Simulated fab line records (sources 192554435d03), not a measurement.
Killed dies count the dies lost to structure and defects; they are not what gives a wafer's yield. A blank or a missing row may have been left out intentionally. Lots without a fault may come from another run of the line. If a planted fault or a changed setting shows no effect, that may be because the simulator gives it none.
fab line records	flow n5-finfet
record lots=7	wafers=39
route steps=1938 shown BEOL_M10@1501 BEOL_M12@1639 BEOL_M14@1770 MIM_BOT_ETCH@1866
start-h: hours from the record's first day to the start of the lot's first wafer shown	wait-h: how many hours have passed since the lot's step before this one	" unchanged from the row above	L1.1+2: one row covering several wafers at once	- value missing, or start not given	* or withheld: withheld	< > ~ a bound
route shown NAME@n: names a module that has steps shown in the file, with the first one's number in the route	usual: mean and standard deviation over wafers with no fault	same: alike in all rows	chamber/n: place in a boat	sites: readings site by site	_std_site: the standard deviation of these	_edge_site: mean of outer sites minus mean of inner sites	radius-mm: for every site, how far away it sits from the centre of the wafer	mask NAME#n: copy n	behind: tool/chamber where the wafer was last shaped	hold: cause of the lot's hold/its duration in hours/its outcome	device: the transistor (n, p or np) that didn't switch	end of line: tests run on the same wafers once the route is complete	for a step that has no rows: nothing shown but its recipe	killed: count of dies lost to structure and defects at first sort (not the wafer's yield)	map: a wafer's dies, marking killed ones x, the rest . and places with no die _
set.NAME: the setting as run; set.NAME@STEP: as run at that earlier step	model.NAME: the simulator's own value behind a step, which no gauge read
lots where settings were altered on purpose, with a table for each step and a row for each wafer
## steps
# step N5_BEOL_M10_DEVELOP_27
# recipe develop-time-s=30	developer=TMAH	resist=CAR-ArF	rinse-liquid=diw	dry=air-spin	dev-temp-c=23
lot.wafer	tool	chamber	start-h	wait-h	set.develop-time-s
L075.1+2+4	litho-track-04	0	-	-	30
L075.3+5+6	"	0	"	"	22.06
L081.1+5+6	litho-track-03	0	-	-	30
L090.1+3+4	litho-track-02	0	-	-	38.45
L090.2+5+6	"	0	"	"	30
L092.1+3+6	litho-track-03	0	-	-	30
L092.2+4+5	"	0	"	"	44.43
L095.1+3+5	litho-track-02	0	-	-	24.2
L095.2+4+6	"	0	"	"	30
L094.1+3+4	litho-track-03	0	-	-	19.75
L094.2+5+6	"	0	"	"	30
L096.1+2+3+4+5+6	litho-track-04	0	-	-	30
# step N5_BEOL_M10_CD_MEAS_28
# recipe target-cd-nm=70	landing-energy-ev=500	detector=se-inlens	polarity=opening
# usual cd-nm=70.2/0.69
lot.wafer	tool	chamber	start-h	wait-h	set.develop-time-s@BEOL_M10_DEVELOP_27	cd-nm
L075.1	cd-sem-03	0	230.28	-	30	70.5
L075.2	"	0	"	"	30	70.0
L075.3	"	0	"	"	22.06	69.0
L075.4	"	0	"	"	30	70.1
L075.5	"	0	"	"	22.06	68.3
L075.6	"	0	"	"	22.06	68.7
L081.1	cd-sem-02	0	267.57	-	30	69.8
L081.5	"	0	"	"	30	70.0
L081.6	"	0	"	"	30	69.8
L090.1	cd-sem-02	0	312.38	-	38.45	72.1
L090.2	"	0	"	"	30	69.9
L090.3	"	0	"	"	38.45	71.8
L090.4	"	0	"	"	38.45	73.0
L090.5	"	0	"	"	30	70.5
L090.6	"	0	"	"	30	71.0
L092.1	cd-sem-02	0	327.73	-	30	70.1
L092.2	"	0	"	"	44.43	72.1
L092.3	"	0	"	"	30	69.2
L092.4	"	0	"	"	44.43	73.4
L092.5	"	0	"	"	44.43	72.6
L092.6	"	0	"	"	30	70.2
L095.1	cd-sem-01	0	341.04	-	24.2	68.7
L095.2	"	0	"	"	30	70.4
L095.3	"	0	"	"	24.2	68.9
L095.4	"	0	"	"	30	70.2
L095.5	"	0	"	"	24.2	68.5
L095.6	"	0	"	"	30	70.1
L094.1	cd-sem-03	0	345.92	-	19.75	68.5
L094.2	"	0	"	"	30	70.5
L094.3	"	0	"	"	19.75	67.8
L094.4	"	0	"	"	19.75	68.6
L094.5	"	0	"	"	30	70.3
L094.6	"	0	"	"	30	71.4
L096.1	cd-sem-02	0	348.83	-	30	69.9
L096.2	"	0	"	"	30	70.3
L096.3	"	0	"	"	30	70.3
L096.4	"	0	"	"	30	70.1
L096.5	"	0	"	"	30	69.7
L096.6	"	0	"	"	30	69.3
# step N5_BEOL_M12_TRENCH_ETCH_34
# recipe chemistry=C4F8/O2/Ar	target=SiOC	target-depth-a=3189.5	mask-material=SOC	pressure-mtorr=30	source-w=3000	bias-w=700	Ar_flow_sccm=400	C4F8_flow_sccm=15	O2_flow_sccm=8	he-inner-torr=15	he-outer-torr=30	time-s=125.5	ion-energy-ev=250
lot.wafer	tool	chamber	start-h	wait-h	set.target-depth-a	model.etch.depth-nm
L075.1	rie-diel-03	0	248.25	0.0	3189.5	315.3
L075.2	"	1	"	"	3189.5	316.2
L075.3	"	3	"	"	3189.5	318.4
L075.4	"	2	"	"	3189.5	311.2
L075.5	"	3	"	"	3189.5	315.9
L075.6	"	2	"	"	3189.5	310
L081.1	rie-diel-01	1	286.31	0.0	3189.5	312.7
L081.5	"	1	"	"	3189.5	311.8
L081.6	"	2	"	"	3189.5	321.6
L090.1	rie-diel-05	3	325.94	0.0	4245	417.3
L090.2	"	0	"	"	3189.5	323.4
L090.3	"	2	"	"	3189.5	314.4
L090.4	"	1	"	"	4245	423.1
L090.5	"	2	"	"	4245	417.4
L090.6	"	1	"	"	3189.5	316.8
L092.1	rie-diel-01	2	340.26	0.0	3189.5	324.2
L092.2+6	"	3	"	"	3189.5	321.1
L092.3	"	2	"	"	3189.5	323.9
L092.4	"	3	"	"	3189.5	323.3
L092.5	"	2	"	"	3189.5	322.8
L095.1	rie-diel-03	0	354.53	0.0	3870	386.8
L095.2	"	1	"	"	3189.5	318.6
L095.3	"	2	"	"	3870	393.2
L095.4	"	3	"	"	3189.5	315
L095.5	"	1	"	"	3189.5	315.4
L095.6	"	2	"	"	3870	391.9
L094.1	rie-diel-05	1	360.91	0.0	4961	492
L094.2	"	0	"	"	4961	500.2
L094.3	"	2	"	"	3189.5	312.3
L094.4	"	1	"	"	3189.5	315.3
L094.5	"	2	"	"	4961	488.9
L094.6	"	0	"	"	3189.5	319.6
L096.1	rie-diel-01	2	362.44	0.0	3189.5	315.6
L096.2	"	0	"	"	3189.5	318.1
L096.3	"	3	"	"	2188	215.7
L096.4	"	1	"	"	3189.5	321.7
L096.5	"	1	"	"	2188	219.4
L096.6	"	2	"	"	2188	216.7
# step N5_BEOL_M12_STRIP_70
# recipe chemistry=C4F8/O2/Ar	resist=SiARC	rf-frequency-hz=6e+07
# step N5_BEOL_M12_OCD_MEAS_35
# usual trench-depth-nm=317/4
lot.wafer	tool	chamber	start-h	wait-h	set.target-depth-a@BEOL_M12_TRENCH_ETCH_34	trench-depth-nm
L075.1	ocd-02	-	248.40	0.0	3189.5	316
L075.2	"	-	"	"	3189.5	316
L075.3	"	-	"	"	3189.5	318
L075.4	"	-	"	"	3189.5	311
L075.5	"	-	"	"	3189.5	316
L075.6	"	-	"	"	3189.5	310
L081.1	ocd-02	-	286.47	0.0	3189.5	312
L081.5	"	-	"	"	3189.5	312
L081.6	"	-	"	"	3189.5	322
L090.1	ocd-02	-	326.09	0.0	4245	417
L090.2	"	-	"	"	3189.5	323
L090.3	"	-	"	"	3189.5	315
L090.4	"	-	"	"	4245	424
L090.5	"	-	"	"	4245	418
L090.6	"	-	"	"	3189.5	317
L092.1	ocd-01	-	340.47	0.0	3189.5	325
L092.2	"	-	"	"	3189.5	321
L092.3	"	-	"	"	3189.5	324
L092.4	"	-	"	"	3189.5	324
L092.5	"	-	"	"	3189.5	322
L092.6	"	-	"	"	3189.5	321
L095.1	ocd-01	-	354.68	0.0	3870	387
L095.2	"	-	"	"	3189.5	319
L095.3	"	-	"	"	3870	393
L095.4	"	-	"	"	3189.5	315
L095.5	"	-	"	"	3189.5	315
L095.6	"	-	"	"	3870	392
L094.1	ocd-02	-	361.07	0.0	4961	492
L094.2	"	-	"	"	4961	500
L094.3	"	-	"	"	3189.5	312
L094.4	"	-	"	"	3189.5	315
L094.5	"	-	"	"	4961	488
L094.6	"	-	"	"	3189.5	320
L096.1	ocd-01	-	362.59	0.0	3189.5	315
L096.2	"	-	"	"	3189.5	319
L096.3	"	-	"	"	2188	216
L096.4	"	-	"	"	3189.5	321
L096.5	"	-	"	"	2188	220
L096.6	"	-	"	"	2188	217
# step N5_BEOL_M12_STRIP_37
# recipe chemistry=N2/H2	power-w=1000	temp-c=250	h2-frac=0.65	overash-fraction=0.3	pressure-mtorr=withheld	n2-flow-sccm=1750	h2-flow-sccm=3250
# step N5_BEOL_M12_ETCH_38
# recipe chemistry=CF4/N2	target=SiCN	target-depth-a=687	taper-deg=2	time-s=73.4	ion-energy-ev=150	mask-material=SiO2	pressure-mtorr=40	source-w=430	bias-w=70	Ar_flow_sccm=100	cf4-flow-sccm=60	n2-flow-sccm=60
# step N5_BEOL_M12_ECD_47
# recipe material=Cu	target-thk-a=7200
# step N5_BEOL_M12_ANNEAL_48
# recipe temp-c=225	time-s=90	ambient=N2
# step N5_BEOL_M12_CMP_49
# recipe stop-on=SiOC	t-overpolish-s=20.6	down-force-psi=1	platen-rpm=50	clearing-platen-down-force-psi=1.5	clearing-platen-rpm=50	post-cmp-clean=cu-alkaline	target-thk-nm=320	clearing-platen-pad-velocity-m-s=0.99484	pad-velocity-m-s=0.99484
lot.wafer	tool	chamber	start-h	wait-h	set.target-depth-a@BEOL_M12_TRENCH_ETCH_34	model.Cu_of_BEOL_M12_ECD_47.thk-nm
L075.3	cmp-04	0	253.54	0.2	3189.5	320.8
L075.2	"	1	"	"	3189.5	319.8
L075.1	"	2	"	"	3189.5	317
L075.4	"	3	"	"	3189.5	314.4
L075.5	"	0	"	"	3189.5	318.6
L075.6	"	1	"	"	3189.5	312.4
L081.1	cmp-03	2	290.57	0.3	3189.5	315.4
L081.5	"	0	"	"	3189.5	312.4
L081.6	"	1	"	"	3189.5	324.6
L090.1+5	cmp-04	3,0	327.93	0.3	4245	417.6
L090.2	"	0	"	"	3189.5	323.6
L090.3	"	1	"	"	3189.5	314.2
L090.4	"	2	"	"	4245	423
L090.6	"	3	"	"	3189.5	317.8
L092.3	cmp-01	2	343.06	0.2	3189.5	325.2
L092.1	"	3	"	"	3189.5	324.4
L092.4	"	0	"	"	3189.5	324.6
L092.2	"	1	"	"	3189.5	322.6
L092.6	"	2	"	"	3189.5	322.4
L092.5	"	3	"	"	3189.5	323.8
L095.4	cmp-01	3	357.14	0.1	3189.5	315.2
L095.1	"	0	"	"	3870	387.2
L095.3	"	1	"	"	3870	393
L095.2	"	2	"	"	3189.5	318.8
L095.5	"	3	"	"	3189.5	315.8
L095.6	"	0	"	"	3870	392
L094.4	cmp-04	2	362.52	0.1	3189.5	316
L094.1	"	3	"	"	4961	492.6
L094.2	"	0	"	"	4961	500.8
L094.3	"	1	"	"	3189.5	314
L094.5	"	2	"	"	4961	490.6
L094.6	"	3	"	"	3189.5	320.6
L096.4	cmp-01	1	371.35	0.1	3189.5	322
L096.3	"	2	"	"	2188	217.2
L096.1	"	3	"	"	3189.5	315.6
L096.2	"	0	"	"	3189.5	319.4
L096.5	"	1	"	"	2188	219.6
L096.6	"	2	"	"	2188	219
# step N5_BEOL_M12_THK_MEAS_50
# recipe thk-meas-gauge=xrf	reads=Cu_of_BEOL_M12_ECD_47
# usual M12_THK=316/5.3
lot.wafer	tool	chamber	start-h	wait-h	set.target-depth-a@BEOL_M12_TRENCH_ETCH_34	M12_THK[nm]
L075.1	film-metro-02	-	253.83	-	3189.5	315
L075.2	"	-	"	"	3189.5	318
L075.3	"	-	"	"	3189.5	320
L075.4	"	-	"	"	3189.5	314
L075.5	"	-	"	"	3189.5	317
L075.6	"	-	"	"	3189.5	312
L081.1	film-metro-01	-	290.79	-	3189.5	312
L081.5	"	-	"	"	3189.5	309
L081.6	"	-	"	"	3189.5	320
L090.1	film-metro-01	-	328.22	-	4245	415
L090.2	"	-	"	"	3189.5	321
L090.3	"	-	"	"	3189.5	312
L090.4	"	-	"	"	4245	420
L090.5	"	-	"	"	4245	415
L090.6	"	-	"	"	3189.5	315
L092.1	film-metro-02	-	343.35	-	3189.5	327
L092.2	"	-	"	"	3189.5	326
L092.3	"	-	"	"	3189.5	328
L092.4	"	-	"	"	3189.5	327
L092.5	"	-	"	"	3189.5	327
L092.6	"	-	"	"	3189.5	325
L095.1	film-metro-02	-	357.43	-	3870	385
L095.2	"	-	"	"	3189.5	316
L095.3	"	-	"	"	3870	390
L095.4	"	-	"	"	3189.5	315
L095.5	"	-	"	"	3189.5	316
L095.6	"	-	"	"	3870	390
L094.1	film-metro-02	-	362.81	-	4961	490
L094.2	"	-	"	"	4961	501
L094.3	"	-	"	"	3189.5	313
L094.4	"	-	"	"	3189.5	317
L094.5	"	-	"	"	4961	488
L094.6	"	-	"	"	3189.5	319
L096.1	film-metro-02	-	371.65	-	3189.5	310
L096.2	"	-	"	"	3189.5	314
L096.3	"	-	"	"	2188	213
L096.4	"	-	"	"	3189.5	318
L096.5	"	-	"	"	2188	217
L096.6	"	-	"	"	2188	216
# step N5_BEOL_M12_PRE_CLEAN_52
# recipe gas=NH3	time-s=15	temp-c=withheld	rf-power-w=300
# step N5_BEOL_M12_DEP_53
# recipe material=SiCN	target-thk-a=300	temp-c=withheld	precursor=3MS/NH3	pressure-torr=3	rf-w=675	time-s=10.5
# step N5_BEOL_M12_RS_MEAS_54
# recipe thk-meas-gauge=four-point-probe	reads=Cu_of_BEOL_M12_ECD_47+Ta_of_BEOL_M12_SPUTTER_44+TaN_of_BEOL_M12_SPUTTER_43
# usual M12_RS=0.0604/0.0008
lot.wafer	tool	chamber	start-h	wait-h	set.target-depth-a@BEOL_M12_TRENCH_ETCH_34	M12_RS[ohm/sq]
L075.1	film-metro-02	-	253.96	0.0	3189.5	0.0606
L075.2	"	-	"	"	3189.5	0.0601
L075.3	"	-	"	"	3189.5	0.0598
L075.4	"	-	"	"	3189.5	0.0610
L075.5	"	-	"	"	3189.5	0.0603
L075.6	"	-	"	"	3189.5	0.0616
L081.1	film-metro-02	-	290.91	0.0	3189.5	0.0610
L081.5	"	-	"	"	3189.5	0.0615
L081.6	"	-	"	"	3189.5	0.0592
L090.1	film-metro-01	-	328.34	0.0	4245	0.0454
L090.2	"	-	"	"	3189.5	0.0593
L090.3	"	-	"	"	3189.5	0.0611
L090.4	"	-	"	"	4245	0.0448
L090.5	"	-	"	"	4245	0.0454
L090.6	"	-	"	"	3189.5	0.0604
L092.1	film-metro-01	-	343.48	0.1	3189.5	0.0591
L092.2	"	-	"	"	3189.5	0.0595
L092.3	"	-	"	"	3189.5	0.0590
L092.4	"	-	"	"	3189.5	0.0591
L092.5	"	-	"	"	3189.5	0.0593
L092.6	"	-	"	"	3189.5	0.0594
L095.1	film-metro-02	-	357.56	0.0	3870	0.0493
L095.2	"	-	"	"	3189.5	0.0603
L095.3	"	-	"	"	3870	0.0484
L095.4	"	-	"	"	3189.5	0.0611
L095.5	"	-	"	"	3189.5	0.0609
L095.6	"	-	"	"	3870	0.0485
L094.1	film-metro-02	-	362.94	0.0	4961	0.0384
L094.2	"	-	"	"	4961	0.0378
L094.3	"	-	"	"	3189.5	0.0612
L094.4	"	-	"	"	3189.5	0.0610
L094.5	"	-	"	"	4961	0.0385
L094.6	"	-	"	"	3189.5	0.0600
L096.1	film-metro-01	-	371.77	0.0	3189.5	0.0609
L096.2	"	-	"	"	3189.5	0.0602
L096.3	"	-	"	"	2188	0.0902
L096.4	"	-	"	"	3189.5	0.0595
L096.5	"	-	"	"	2188	0.0892
L096.6	"	-	"	"	2188	0.0895
# step N5_BEOL_M14_DEP_53
# recipe material=SiCN	target-thk-a=500	temp-c=withheld	precursor=3MS/NH3	pressure-torr=3	rf-w=675	time-s=17.8
lot.wafer	tool	chamber	start-h	wait-h	set.time-s	model.SiCN_of_BEOL_M14_DEP_53.thk-nm
L075.1	pecvd-02	0	270.79	0.0	13.97	39.2
L075.2	"	2	"	"	17.8	49.6
L075.3	"	1	"	"	17.8	49.4
L075.4+6	"	0,1	"	"	13.97	39.8
L075.5	"	2	"	"	17.8	50.6
L081.1	pecvd-02	1	299.95	0.0	17.8	49.6
L081.5+6	"	2,0	"	"	17.8	50.6
L090.1	pecvd-02	2	340.35	0.0	17.8	49
L090.2	"	1	"	"	24.26	66.2
L090.3	"	0	"	"	24.26	66.8
L090.4	"	1	"	"	17.8	48.6
L090.5	"	0	"	"	24.26	68
L090.6	"	2	"	"	17.8	49.8
L092.1	pecvd-02	0	357.77	0.0	17.8	49.2
L092.2	"	1	"	"	8.991	25.2
L092.3	"	2	"	"	8.991	24.8
L092.4	"	2	"	"	17.8	49.6
L092.5	"	0	"	"	8.991	25.6
L092.6	"	1	"	"	17.8	49.4
L095.1	pecvd-01	0	368.80	0.0	17.8	49.6
L095.2	"	2	"	"	17.8	48.8
L095.3	"	2	"	"	17.8	50
L095.4	"	0	"	"	10.01	29
L095.5	"	2	"	"	10.01	28.6
L095.6	"	0	"	"	10.01	28.8
L094.1	pecvd-03	0	379.07	0.0	17.8	49.4
L094.2	"	1	"	"	17.8	49
L094.3	"	1	"	"	27.92	77.6
L094.4	"	0	"	"	27.92	78.6
L094.5	"	0	"	"	27.92	78.2
L094.6	"	1	"	"	17.8	49.6
L096.1	pecvd-02	0	381.70	0.0	17.8	49.2
L096.2	"	2	"	"	9.86	27.4
L096.3	"	1	"	"	17.8	49.4
L096.4	"	1	"	"	9.86	27.8
L096.5	"	2	"	"	9.86	28.2
L096.6	"	0	"	"	17.8	50.4
# step N5_MIM_BOT_ETCH_ETCH_04
# recipe chemistry=CF4/O2	target=SiNx	target-depth-a=260	time-s=13	ion-energy-ev=100	pressure-mtorr=40	source-w=535	bias-w=49	Ar_flow_sccm=100	cf4-flow-sccm=100	O2_flow_sccm=10
lot.wafer	tool	chamber	start-h	wait-h	set.time-s	model.etch.depth-nm	model.MIM_BOT_ETCH.cd-offset-nm
L075.1	rie-diel-05	2	285.97	0.0	13	25.33	0
L075.2	"	1	"	"	15.45	30.91	-0.2
L075.3	"	0	"	"	13	26.41	0
L075.4	"	3	"	"	15.45	29.98	-0.2
L075.5	"	3	"	"	13	25.36	0
L075.6	"	0	"	"	15.45	31.46	-0.2
L081.1	rie-diel-01	3	311.83	0.0	13	25.65	0
L081.5	"	0	"	"	13	25.86	0
L081.6	"	1	"	"	13	25.21	0
L090.1	rie-diel-03	0	352.33	0.0	20.04	40.03	-0.6
L090.2	"	2	"	"	20.04	40.55	-0.6
L090.3	"	3	"	"	13	25.62	0
L090.4	"	1	"	"	13	25.5	0
L090.5	"	1	"	"	13	25.81	0.2
L090.6	"	2	"	"	20.04	40.45	-0.6
L092.1	rie-diel-05	0	368.95	0.0	10.32	20.68	0.2
L092.2	"	1	"	"	10.32	20.92	0.2
L092.3	"	2	"	"	13	25.52	0
L092.4	"	1	"	"	13	26.35	0
L092.5	"	2	"	"	10.32	20.34	0.2
L092.6	"	0	"	"	13	26.15	0
L095.1	rie-diel-05	0	379.27	0.0	13	26.26	0
L095.2	"	2	"	"	13	25.73	0
L095.3	"	3	"	"	13	25.89	0
L095.4	"	1	"	"	13	26.54	0
L095.5	"	2	"	"	13	25.69	-0.2
L095.6	"	3	"	"	13	25.74	0
L094.1	rie-diel-01	1	391.06	0.0	5.46	10.91	0.6
L094.2	"	0	"	"	13	26.09	0
L094.3	"	2	"	"	13	26.23	0
L094.4	"	3	"	"	5.46	10.78	0.6
L094.5	"	0	"	"	5.46	11.03	0.6
L094.6	"	3	"	"	13	25.75	0
L096.1	rie-diel-05	2	394.46	0.0	15.91	31.58	-0.2
L096.2	"	1	"	"	13	26.3	0
L096.3	"	3	"	"	15.91	31.44	-0.2
L096.4	"	0	"	"	15.91	31.95	-0.2
L096.5	"	1	"	"	13	26.35	0
L096.6	"	0	"	"	13	26.14	0
## key
split step=N5_BEOL_M10_DEVELOP_27	setting=develop-time-s	stated=30	by=wafer
response step=N5_BEOL_M10_CD_MEAS_28	reading=cd-nm	change=+0.0641	per=1%	r=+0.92
split step=N5_BEOL_M12_TRENCH_ETCH_34	setting=target-depth-a	stated=3189.5	by=wafer
response step=N5_BEOL_M12_TRENCH_ETCH_34	reading=model.etch.depth-nm	change=+3.2	per=1%	r=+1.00
response step=N5_BEOL_M12_OCD_MEAS_35	reading=trench-depth-nm	change=+3.2	per=1%	r=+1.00
response step=N5_BEOL_M12_CMP_49	reading=model.Cu_of_BEOL_M12_ECD_47.thk-nm	change=+3.19	per=1%	r=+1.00
response step=N5_BEOL_M12_THK_MEAS_50	reading=M12_THK	change=+3.16	per=1%	r=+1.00
response step=N5_BEOL_M12_RS_MEAS_54	reading=M12_RS	shape=bent	at-lowest=0.0896	at-stated=0.0602	at-highest=0.0382
split step=N5_BEOL_M14_DEP_53	setting=time-s	stated=17.8	by=wafer
response step=N5_BEOL_M14_DEP_53	reading=model.SiCN_of_BEOL_M14_DEP_53.thk-nm	change=+0.491	per=1%	r=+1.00
split step=N5_MIM_BOT_ETCH_ETCH_04	setting=time-s	stated=13	by=wafer
response step=N5_MIM_BOT_ETCH_ETCH_04	reading=model.etch.depth-nm	change=+0.264	per=1%	r=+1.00
response step=N5_MIM_BOT_ETCH_ETCH_04	reading=model.MIM_BOT_ETCH.cd-offset-nm	change=-0.011	per=1%	r=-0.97
